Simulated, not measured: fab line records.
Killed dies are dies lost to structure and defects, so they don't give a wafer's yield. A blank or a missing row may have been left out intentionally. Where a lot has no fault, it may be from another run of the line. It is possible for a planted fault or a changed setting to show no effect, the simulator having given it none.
fab line records ; flow nand_harc ; part 1 of 2: steps 1 to 4 of 6
record: lots: 22; wafers: 66; last_day: 33
route steps=1302 shown A_STAIRCASE@830 A_SGD_CUT@902 A_SLIT@936 A_WL_FILL@953
lots that met no fault: from a run of the same line without faults
start_h: the number of hours between the record's first day and the start of the first shown wafer of the lot ; wait_h: hours since the lot's step before ; " as in the row above ; L1.1+2: a single row standing in for several wafers ; - no value, or no start given ; * or withheld: withheld ; < > ~ a bound
route shown NAME@n: a module of which the file shows steps, and the number in the route of the first ; usual: average and standard deviation across the fault-free wafers ; same: alike in all rows ; chamber/n: place in a boat ; sites: per-site readings ; _std_site: standard deviation across them ; _edge_site: the outer-site mean with the inner-site mean subtracted ; radius_mm: for every site, how far away it sits from the centre of the wafer ; mask NAME#n: copy n ; behind: the tool/chamber that last shaped the wafer ; hold: why the lot was held/for how many hours/how that ended ; device: whichever transistor did not switch (one of n, p or np) ; end of line: tests of these same wafers at the route's end ; step lacking rows: just its recipe ; killed: count of dies lost to structure and defects at first sort (not the wafer's yield) ; map: shows each die of a wafer: x if killed, . if not, _ if none is there
set.NAME: setting as actually run; set.NAME@STEP: the setting as run at that earlier step ; model.NAME: the simulator's own value behind a step, which no gauge read
route steps across a sampled set of lots; one table per step, one row per wafer
services: a tool's chamber out of use, with start hour (start_h, from the record's first day; less than 0 if before it), hours out, and reason
== steps ==
step: NHARC_A_STAIRCASE_DESCUM_312
recipe: time_s: 3; o2_flow_sccm: 200; ar_flow_sccm: 0; bias_power_w: 0; chemistry: O2
usual: drypump_motor_current_A: 5.51/0.3; oes_product_au: 0.997/0.016; rf_vpp_V: 58.0/0.82; showerhead_plenum_p_Torr: 1.94/0.094; throttle_valve_pct: 11.311/0.0081
lot.wafer;tool;chamber;start_h;wait_h;drypump_motor_current_A;oes_product_au;rf_hours_counter_h;rf_vpp_V;showerhead_plenum_p_Torr;throttle_valve_pct
L075.2;rie_diel-06;0;403.80;-;5.00;0.991;26;58.5;2.05;11.303
L075.5;rie_diel-06;1;403.80;-;5.26;0.974;-;57.9;1.89;11.308
L075.6;rie_diel-06;2;403.80;-;5.43;0.978;-;57.6;1.84;11.318
L076.2;rie_diel-03;0;406.95;-;5.17;0.999;43;57.4;1.77;11.317
L076.6;rie_diel-03;0;406.95;-;5.18;1.003;-;58.5;1.77;11.318
L076.5;rie_diel-03;1;406.95;-;5.84;0.996;-;58.1;2.06;11.301
L074.4;rie_diel-03;3;408.66;-;5.60;1.015;46;58.6;1.89;11.303
L074.1;rie_diel-03;2;408.66;-;5.36;1.023;43;58.7;1.94;11.292
L074.6;rie_diel-03;3;408.66;-;5.64;1.019;-;57.1;1.89;11.295
L079.3;rie_diel-06;0;424.92;-;4.99;0.983;33;58.3;2.05;11.311
L079.1;rie_diel-06;1;424.92;-;5.26;0.966;31;59.0;1.89;11.315
L079.2;rie_diel-06;2;424.92;-;5.43;0.979;28;57.8;1.84;11.317
L078.3;rie_diel-03;2;427.48;-;5.40;1.014;51;58.1;1.94;11.300
L078.4;rie_diel-03;2;427.48;-;5.44;1.020;-;57.3;1.94;11.310
L078.6;rie_diel-03;3;427.48;-;5.58;1.002;-;59.4;1.89;11.316
L077.2;rie_diel-06;2;428.47;-;5.41;0.983;30;57.6;1.84;11.307
L077.4;rie_diel-06;3;428.47;-;5.95;0.999;32;57.2;1.94;11.314
L077.6;rie_diel-06;2;428.47;-;5.41;0.984;-;57.4;1.84;11.304
L080.1;rie_diel-02;0;441.96;-;5.77;0.998;13;57.2;1.78;11.315
L080.3;rie_diel-02;1;441.96;-;5.62;0.995;13;58.2;2.07;11.325
L080.5;rie_diel-02;2;441.96;-;5.88;1.020;-;56.0;1.98;11.301
L081.3;rie_diel-06;3;444.32;-;5.93;0.990;35;57.5;1.94;11.310
L081.2;rie_diel-06;1;444.32;-;5.24;0.976;38;57.3;1.89;11.311
L081.5;rie_diel-06;2;444.32;-;5.41;0.983;-;58.8;1.84;11.304
L082.1;rie_diel-06;1;446.29;-;5.25;0.959;38;58.3;1.89;11.324
L082.2;rie_diel-06;0;446.29;-;5.01;0.990;40;58.6;2.04;11.315
L082.5;rie_diel-06;2;446.29;-;5.42;0.971;-;57.6;1.84;11.318
L083.2;rie_diel-02;2;483.66;-;5.89;1.010;24;57.2;1.98;11.305
L083.4;rie_diel-02;1;483.66;-;5.59;0.993;24;59.3;2.07;11.312
L083.5;rie_diel-02;2;483.66;-;5.90;1.003;-;58.2;1.98;11.319
L084.3;rie_diel-02;0;487.81;-;5.78;1.001;31;56.7;1.78;11.306
L084.1;rie_diel-02;2;487.81;-;5.87;1.022;26;57.2;1.98;11.316
L084.6;rie_diel-02;1;487.81;-;5.57;1.010;-;58.0;2.07;11.319
L085.2;rie_diel-02;3;503.49;-;5.23;1.020;36;58.2;1.92;11.322
L085.4;rie_diel-02;0;503.49;-;5.78;1.008;36;57.7;1.77;11.309
L085.1;rie_diel-02;1;503.49;-;5.60;1.008;33;58.2;2.07;11.310
L086.1;rie_diel-03;1;505.34;-;5.83;0.984;16;58.4;2.05;11.315
L086.3;rie_diel-03;2;505.34;-;5.39;1.000;13;58.9;1.93;11.315
L086.4;rie_diel-03;3;505.34;-;5.63;1.002;14;57.5;1.88;11.312
L088.1;rie_diel-03;0;533.88;-;5.20;0.977;19;57.0;2.07;11.316
L088.2;rie_diel-03;1;533.88;-;5.80;0.985;25;57.4;2.04;11.313
L088.5;rie_diel-03;0;533.88;-;5.20;0.978;-;58.6;2.07;11.309
L089.3;rie_diel-02;0;535.60;-;5.77;1.001;45;56.7;1.77;11.315
L089.1;rie_diel-02;2;535.60;-;5.87;1.005;44;57.3;1.97;11.309
L089.6;rie_diel-02;0;535.60;-;5.76;0.996;-;57.2;1.77;11.308
L092.4;rie_diel-06;0;573.21;-;4.99;0.971;28;59.4;2.03;11.313
L092.6;rie_diel-06;3;573.21;-;5.92;0.986;-;58.1;1.93;11.315
L092.5;rie_diel-06;0;573.21;-;5.00;0.983;-;57.9;2.03;11.312
L091.3;rie_diel-03;0;574.92;-;5.19;0.969;31;58.1;2.07;11.320
L091.1;rie_diel-03;1;574.92;-;5.83;0.994;37;58.4;2.04;11.294
L091.2;rie_diel-03;2;574.92;-;5.39;1.000;36;58.0;1.93;11.316
L093.3;rie_diel-03;3;578.94;-;5.67;1.006;31;57.9;1.88;11.313
L093.2;rie_diel-03;2;578.94;-;5.40;1.009;38;56.6;1.93;11.309
L093.6;rie_diel-03;0;578.94;-;5.19;0.970;-;58.6;2.07;11.318
L094.3;rie_diel-02;3;589.94;-;5.25;0.980;4;57.0;1.91;11.311
L094.4;rie_diel-02;0;589.94;-;5.81;0.967;6;58.5;2.07;11.308
L094.1;rie_diel-02;1;589.94;-;5.61;1.014;5;58.9;2.06;11.314
L096.4;rie_diel-02;3;601.75;-;5.22;0.984;7;57.2;1.91;11.307
L096.3;rie_diel-02;0;601.75;-;5.80;0.964;10;57.6;2.07;11.307
L096.2;rie_diel-02;2;601.75;-;5.84;1.009;6;57.9;1.96;11.304
L095.3;rie_diel-06;1;606.17;-;5.28;1.016;35;57.0;1.87;11.312
L095.6;rie_diel-06;0;606.17;-;4.97;0.980;-;57.8;2.03;11.308
L095.5;rie_diel-06;1;606.17;-;5.25;1.009;-;56.6;1.87;11.301
L097.2;rie_diel-06;2;614.15;-;5.40;1.002;37;59.2;1.82;11.319
L097.1;rie_diel-06;3;614.15;-;5.93;1.004;34;58.9;1.93;11.314
L097.5;rie_diel-06;2;614.15;-;5.40;1.010;-;58.9;1.82;11.310
step: NHARC_A_STAIRCASE_STRIP_476
recipe: time_s: 20; o2_flow_sccm: 500; ar_flow_sccm: 0; bias_w: 0; chemistry: O2
usual: drypump_motor_current_A: 5.5/0.31; oes_product_au: 0.997/0.013; rf_vpp_V: 58.0/0.96; showerhead_plenum_p_Torr: 3.57/0.15; throttle_valve_pct: 17.037/0.0098
lot.wafer;tool;chamber;start_h;wait_h;drypump_motor_current_A;oes_product_au;rf_hours_counter_h;rf_vpp_V;showerhead_plenum_p_Torr;throttle_valve_pct
L075.2;rie_diel-06;2;407.78;0.1;5.4;0.982;23;56.1;3.40;17.043
L075.6;rie_diel-06;0;407.78;0.1;5.0;0.979;-;58.8;3.76;17.043
L075.5;rie_diel-06;1;407.78;0.1;5.3;0.966;-;56.9;3.49;17.052
L076.2;rie_diel-02;2;411.00;0.1;5.9;1.022;2;58.3;3.65;17.031
L076.6;rie_diel-02;3;411.00;0.1;5.3;1.006;-;57.6;3.55;17.056
L076.5;rie_diel-02;0;411.00;0.1;5.8;0.997;-;56.4;3.31;17.031
L074.4;rie_diel-06;2;412.74;0.1;5.4;0.996;24;55.5;3.40;17.036
L074.1;rie_diel-06;1;412.74;0.1;5.3;0.977;26;57.2;3.49;17.032
L074.6;rie_diel-06;2;412.74;0.1;5.4;0.997;-;56.8;3.40;17.049
L079.1;rie_diel-02;0;428.97;0.1;5.8;0.998;10;57.4;3.30;17.037
L079.3;rie_diel-02;1;428.97;0.1;5.6;1.010;10;58.5;3.80;17.045
L079.2;rie_diel-02;3;428.97;0.1;5.2;0.998;8;58.5;3.55;17.025
L078.4;rie_diel-06;2;431.77;0.1;5.4;0.975;30;58.3;3.40;17.047
L078.3;rie_diel-06;3;431.77;0.1;5.9;0.989;33;58.6;3.58;17.040
L078.6;rie_diel-06;1;431.77;0.1;5.2;0.989;-;57.0;3.48;17.029
L077.4;rie_diel-02;3;433.27;0.8;5.2;0.999;9;58.1;3.55;17.024
L077.2;rie_diel-02;2;433.27;0.8;5.9;1.024;10;59.3;3.65;17.027
L077.6;rie_diel-02;0;433.27;0.8;5.8;0.993;-;57.2;3.30;17.033
L080.3;rie_diel-03;1;445.98;0.1;5.9;1.003;51;58.2;3.77;17.032
L080.1;rie_diel-03;2;445.98;0.1;5.4;0.997;55;57.9;3.57;17.035
L080.5;rie_diel-03;1;445.98;0.1;5.9;0.991;-;57.4;3.77;17.041
L081.3;rie_diel-02;3;450.19;0.1;5.3;1.007;15;56.7;3.55;17.037
L081.2;rie_diel-02;2;450.19;0.1;5.9;1.013;13;57.1;3.64;17.044
L081.5;rie_diel-02;0;450.19;0.1;5.8;0.983;-;57.6;3.30;17.042
L082.1;rie_diel-02;2;450.37;0.1;5.9;1.020;13;57.4;3.64;17.039
L082.2;rie_diel-02;0;450.37;0.1;5.8;1.001;17;56.6;3.30;17.042
L082.5;rie_diel-02;3;450.37;0.1;5.2;1.007;-;59.2;3.55;17.032
L083.2;rie_diel-03;2;490.69;0.1;5.4;1.012;11;58.8;3.56;17.049
L083.4;rie_diel-03;3;490.69;0.1;5.7;1.003;-;58.5;3.48;17.029
L083.5;rie_diel-03;1;490.69;0.1;5.8;1.000;-;59.2;3.76;17.035
L084.1;rie_diel-03;1;498.34;0.1;5.8;1.001;14;59.8;3.76;17.028
L084.3;rie_diel-03;3;498.34;0.1;5.6;1.001;12;57.6;3.48;17.045
L084.6;rie_diel-03;1;498.34;0.1;5.8;1.001;-;57.0;3.76;17.052
L085.2;rie_diel-06;2;507.52;0.1;5.4;0.986;2;57.5;3.39;17.027
L085.4;rie_diel-06;3;507.52;0.1;6.0;0.989;3;56.7;3.57;17.043
L085.1;rie_diel-06;0;507.52;0.1;5.0;0.985;2;58.8;3.74;17.043
L086.3;rie_diel-06;3;509.40;0.1;6.0;0.984;3;57.8;3.57;17.027
L086.4;rie_diel-06;1;509.40;0.1;5.3;1.004;2;57.9;3.47;17.040
L086.1;rie_diel-06;2;509.40;0.1;5.4;0.987;2;57.1;3.39;17.030
L088.2;rie_diel-06;1;538.78;0.1;5.3;1.009;12;57.4;3.47;17.044
L088.1;rie_diel-06;2;538.78;0.1;5.4;0.994;13;56.9;3.38;17.019
L088.5;rie_diel-06;3;538.78;0.1;5.9;0.991;-;57.1;3.56;17.031
L089.1;rie_diel-06;1;539.68;0.1;5.2;0.998;13;56.9;3.47;17.022
L089.3;rie_diel-06;3;539.68;0.1;5.9;0.986;8;58.1;3.56;17.048
L089.6;rie_diel-06;1;539.68;0.1;5.3;1.006;-;58.3;3.47;17.042
L092.4;rie_diel-03;3;578.10;0.1;5.7;1.024;31;58.6;3.47;17.047
L092.6;rie_diel-03;2;578.10;0.1;5.4;1.007;-;58.0;3.55;17.041
L092.5;rie_diel-03;3;578.10;0.1;5.6;1.015;-;58.4;3.47;17.028
L091.3;rie_diel-06;2;579.42;0.1;5.4;1.001;27;57.3;3.38;17.045
L091.2;rie_diel-06;0;579.42;0.1;5.0;0.979;31;58.0;3.73;17.036
L091.1;rie_diel-06;1;579.42;0.1;5.3;1.010;28;57.6;3.46;17.039
L093.3;rie_diel-03;0;585.97;0.1;5.2;0.975;35;57.9;3.79;17.016
L093.2;rie_diel-03;1;585.97;0.1;5.9;1.008;43;58.8;3.74;17.029
L093.6;rie_diel-03;3;585.97;0.1;5.7;1.011;-;57.0;3.46;17.021
L094.3;rie_diel-06;3;594.09;0.1;6.0;0.988;30;59.0;3.55;17.024
L094.4;rie_diel-06;0;594.09;0.1;5.0;0.984;36;59.0;3.73;17.034
L094.1;rie_diel-06;1;594.09;0.1;5.3;1.001;33;56.4;3.46;17.033
L096.4;rie_diel-06;3;605.80;0.1;6.0;0.992;32;59.2;3.55;17.027
L096.2;rie_diel-06;0;605.80;0.1;5.0;0.985;38;57.9;3.72;17.038
L096.3;rie_diel-06;1;605.80;0.1;5.3;1.006;35;58.3;3.46;17.039
L095.3;rie_diel-03;0;610.29;0.1;5.2;0.979;43;59.6;3.78;17.017
L095.6;rie_diel-03;3;610.29;0.1;5.6;1.001;-;57.0;3.46;17.038
L095.5;rie_diel-03;0;610.29;0.1;5.2;0.979;-;57.9;3.78;17.041
L097.2;rie_diel-06;0;618.20;0.1;5.0;0.980;40;58.6;3.72;17.038
L097.1;rie_diel-06;1;618.20;0.1;5.3;1.018;38;58.8;3.46;17.050
L097.5;rie_diel-06;1;618.20;0.1;5.3;1.001;-;57.3;3.46;17.039
step: NHARC_A_SGD_CUT_OVL_MEAS_10
usual: overlay_x_nm: -0.1/0.8; overlay_y_nm: 0.0/0.66
lot.wafer;tool;chamber;start_h;wait_h;overlay_x_nm;overlay_y_nm
L075.2;overlay-01;-;455.11;-;-1.0;-0.1
L075.5;overlay-01;-;455.11;-;-0.6;-0.1
L075.6;overlay-01;-;455.11;-;-0.7;-0.4
L076.2;overlay-01;-;455.53;-;0.9;-0.1
L076.5;overlay-01;-;455.53;-;1.0;0.1
L076.6;overlay-01;-;455.53;-;0.2;-0.2
L074.1;overlay-01;-;455.82;-;0.1;0.6
L074.4;overlay-01;-;455.82;-;0.0;0.8
L074.6;overlay-01;-;455.82;-;0.5;0.3
L078.3;overlay-02;-;477.21;-;-0.8;0.6
L078.4;overlay-02;-;477.21;-;-0.9;0.8
L078.6;overlay-02;-;477.21;-;-0.4;0.4
L077.2;overlay-01;-;477.39;-;-1.0;-0.8
L077.4;overlay-01;-;477.39;-;-0.8;-0.2
L077.6;overlay-01;-;477.39;-;-0.5;-0.9
L079.1;overlay-02;-;477.60;-;-0.5;0.7
L079.2;overlay-02;-;477.60;-;0.2;-0.2
L079.3;overlay-02;-;477.60;-;0.7;0.3
L081.2;overlay-01;-;492.85;-;-1.1;-0.3
L081.3;overlay-01;-;492.85;-;-0.8;0.3
L081.5;overlay-01;-;492.85;-;-1.1;-0.4
L080.1;overlay-01;-;493.79;-;0.8;1.1
L080.3;overlay-01;-;493.79;-;0.6;1.4
L080.5;overlay-01;-;493.79;-;0.6;1.8
L082.1;overlay-01;-;495.83;-;-0.1;-0.4
L082.2;overlay-01;-;495.83;-;-0.5;-0.8
L082.5;overlay-01;-;495.83;-;-0.2;-0.7
L083.2;overlay-02;-;535.37;-;-1.8;-0.3
L083.4;overlay-02;-;535.37;-;-1.4;-0.6
L083.5;overlay-02;-;535.37;-;-0.9;-0.4
L084.1;overlay-02;-;547.89;-;1.2;-0.7
L084.3;overlay-02;-;547.89;-;1.2;-1.4
L084.6;overlay-02;-;547.89;-;1.2;-1.0
L085.1;overlay-02;-;554.70;-;-0.1;-0.6
L085.2;overlay-02;-;554.70;-;0.4;-1.0
L085.4;overlay-02;-;554.70;-;0.2;-0.4
L086.1;overlay-01;-;554.99;-;0.4;-0.4
L086.3;overlay-01;-;554.99;-;0.9;0.3
L086.4;overlay-01;-;554.99;-;0.5;0.1
L088.1;overlay-02;-;587.82;-;0.9;-0.1
L088.2;overlay-02;-;587.82;-;0.3;-0.4
L088.5;overlay-02;-;587.82;-;0.5;-0.7
L089.1;overlay-01;-;587.99;-;-0.6;0.3
L089.3;overlay-01;-;587.99;-;-0.8;0.2
L089.6;overlay-01;-;587.99;-;-0.6;0.3
L091.1;overlay-02;-;630.91;-;-0.7;0.1
L091.2;overlay-02;-;630.91;-;-0.5;0.1
L091.3;overlay-02;-;630.91;-;0.1;0.2
L092.4;overlay-02;-;631.20;-;-0.3;0.5
L092.5;overlay-02;-;631.20;-;-0.1;0.4
L092.6;overlay-02;-;631.20;-;-0.4;0.6
L093.2;overlay-01;-;637.61;-;-0.3;0.6
L093.3;overlay-01;-;637.61;-;-0.6;0.3
L093.6;overlay-01;-;637.61;-;-0.3;0.7
L094.1;overlay-02;-;637.79;-;1.4;-0.9
L094.3;overlay-02;-;637.79;-;0.6;-1.1
L094.4;overlay-02;-;637.79;-;1.1;-1.1
L096.2;overlay-02;-;652.04;-;1.2;-0.3
L096.3;overlay-02;-;652.04;-;0.4;0.3
L096.4;overlay-02;-;652.04;-;1.2;0.1
L095.3;overlay-02;-;655.09;-;-1.1;0.0
L095.5;overlay-02;-;655.09;-;-0.9;0.1
L095.6;overlay-02;-;655.09;-;-1.1;-0.3
L097.1;overlay-02;-;661.13;-;-0.2;1.0
L097.2;overlay-02;-;661.13;-;-0.3;1.0
L097.5;overlay-02;-;661.13;-;0.1;1.4
step: NHARC_A_SGD_CUT_ETCH_15
recipe: target_depth_a: 750; time_s: 64.3; ch3f_flow_sccm: 50; o2_flow_sccm: 30; ar_flow_sccm: 200; rf_w: 500; bias_w: 100; chemistry: CH3F/O2
usual: drypump_motor_current_A: 5.7/0.44; oes_product_au: 0.954/0.02; rf_vpp_V: 263.6/1.7; showerhead_plenum_p_Torr: 2.44/0.093; throttle_valve_pct: 20.664/0.0092
lot.wafer;tool;chamber;start_h;wait_h;drypump_motor_current_A;oes_product_au;rf_hours_counter_h;rf_vpp_V;showerhead_plenum_p_Torr;throttle_valve_pct
L075.2;rie_diel-09;1;-;-;5.2;0.929;9;262.8;2.29;20.664
L075.6;rie_diel-09;1;-;-;5.2;0.932;-;260.2;2.29;20.667
L075.5;rie_diel-09;2;-;-;5.7;0.926;-;263.2;2.40;20.651
L076.2;rie_diel-05;0;-;-;5.4;0.938;3;264.8;2.51;20.678
L076.6;rie_diel-05;0;-;-;5.4;0.930;-;263.8;2.51;20.662
L076.5;rie_diel-05;3;-;-;6.0;0.952;-;263.2;2.51;20.658
L074.1;rie_diel-09;2;-;-;5.7;0.936;10;262.3;2.39;20.661
L074.4;rie_diel-09;3;-;-;6.0;0.951;10;264.9;2.59;20.654
L074.6;rie_diel-09;2;-;-;5.7;0.938;-;262.0;2.40;20.654
L078.3;rie_diel-05;1;-;-;6.1;0.960;4;266.8;2.52;20.672
L078.6;rie_diel-05;1;-;-;6.2;0.961;-;265.7;2.52;20.675
L078.4;rie_diel-05;0;-;-;5.4;0.943;-;264.5;2.51;20.673
L077.2;rie_diel-09;3;-;-;6.0;0.951;12;266.1;2.59;20.671
L077.4;rie_diel-09;0;-;-;6.4;0.964;10;262.3;2.39;20.661
L077.6;rie_diel-09;2;-;-;5.7;0.925;-;262.7;2.39;20.668
L079.1;rie_diel-08;3;-;-;5.6;0.963;8;261.5;2.43;20.671
L079.2;rie_diel-08;0;-;-;5.0;0.948;7;264.2;2.44;20.680
L079.3;rie_diel-08;1;-;-;5.3;0.967;8;262.3;2.36;20.672
L081.2;rie_diel-08;1;-;-;5.3;0.954;10;262.4;2.36;20.658
L081.3;rie_diel-08;2;-;-;6.2;0.961;10;267.1;2.61;20.644
L081.5;rie_diel-08;0;-;-;5.0;0.942;-;264.6;2.44;20.665
L080.3;rie_diel-08;0;-;-;5.0;0.951;10;263.2;2.44;20.667
L080.1;rie_diel-08;2;-;-;6.2;0.967;11;265.8;2.61;20.673
L080.5;rie_diel-08;0;-;-;5.0;0.950;-;263.9;2.44;20.675
L082.1;rie_diel-09;0;-;-;6.4;0.972;11;263.6;2.39;20.663
L082.2;rie_diel-09;1;-;-;5.2;0.973;11;261.4;2.29;20.679
L082.5;rie_diel-09;1;-;-;5.2;0.977;-;259.9;2.29;20.665
L083.4;rie_diel-09;2;-;-;5.7;0.948;1;262.6;2.39;20.668
L083.2;rie_diel-09;0;-;-;6.4;0.983;2;262.0;2.39;20.665
L083.5;rie_diel-09;1;-;-;5.2;0.959;-;262.4;2.29;20.668
L084.1;rie_diel-05;1;-;-;6.2;0.992;8;265.2;2.52;20.665
L084.3;rie_diel-05;3;-;-;6.0;0.954;8;264.1;2.51;20.649
L084.6;rie_diel-05;1;-;-;6.2;0.983;-;265.8;2.52;20.678
L085.4;rie_diel-08;1;-;-;5.3;0.977;0;260.7;2.35;20.659
L085.2;rie_diel-08;3;-;-;5.6;0.959;0;262.4;2.43;20.675
L085.1;rie_diel-08;0;-;-;5.0;0.945;0;265.0;2.44;20.657
L086.3;rie_diel-05;1;-;-;6.1;0.988;9;264.8;2.52;20.651
L086.4;rie_diel-05;2;-;-;6.2;0.949;1;260.5;2.30;20.651
L086.1;rie_diel-05;3;-;-;6.0;0.961;9;264.9;2.51;20.665
L088.2;rie_diel-08;3;-;-;5.6;0.956;3;263.9;2.43;20.668
L088.1;rie_diel-08;1;-;-;5.3;0.958;3;262.2;2.35;20.663
L088.5;rie_diel-08;3;-;-;5.6;0.952;-;264.3;2.43;20.678
L089.3;rie_diel-09;2;-;-;5.7;0.946;5;262.2;2.39;20.675
L089.1;rie_diel-09;1;-;-;5.2;0.956;5;262.1;2.29;20.670
L089.6;rie_diel-09;3;-;-;6.0;0.968;-;265.1;2.59;20.675
L091.3;rie_diel-09;0;-;-;6.4;0.948;7;262.2;2.39;20.662
L091.1;rie_diel-09;1;-;-;5.2;0.917;7;262.3;2.29;20.651
L091.2;rie_diel-09;2;-;-;5.7;0.895;6;261.8;2.39;20.644
L092.4;rie_diel-08;1;-;-;5.3;0.932;6;260.8;2.35;20.671
L092.6;rie_diel-08;3;-;-;5.6;0.919;-;264.8;2.42;20.656
L092.5;rie_diel-08;0;-;-;5.0;0.925;-;262.5;2.43;20.664
L093.3;rie_diel-05;3;-;-;6.0;0.980;1;264.1;2.51;20.660
L093.2;rie_diel-05;2;-;-;6.2;0.955;2;261.1;2.30;20.668
L093.6;rie_diel-05;3;-;-;6.0;0.986;-;263.8;2.51;20.658
L094.3;rie_diel-09;2;-;-;5.7;0.945;7;264.5;2.39;20.664
L094.4;rie_diel-09;3;-;-;6.0;0.970;7;265.8;2.58;20.659
L094.1;rie_diel-09;0;-;-;6.4;1.004;7;262.3;2.39;20.656
L096.2;rie_diel-08;3;-;-;5.6;0.906;9;263.0;2.42;20.653
L096.3;rie_diel-08;1;-;-;5.3;0.923;8;260.6;2.35;20.666
L096.4;rie_diel-08;2;-;-;6.2;0.930;9;265.3;2.60;20.662
L095.3;rie_diel-08;3;-;-;5.6;0.961;10;262.7;2.42;20.659
L095.6;rie_diel-08;0;-;-;5.0;0.965;-;263.1;2.43;20.657
L095.5;rie_diel-08;1;-;-;5.3;0.959;-;262.5;2.35;20.656
L097.1;rie_diel-05;3;-;-;6.0;0.991;3;266.2;2.51;20.658
L097.2;rie_diel-05;2;-;-;6.2;0.969;3;261.9;2.30;20.662
L097.5;rie_diel-05;0;-;-;5.4;0.964;-;265.5;2.50;20.667
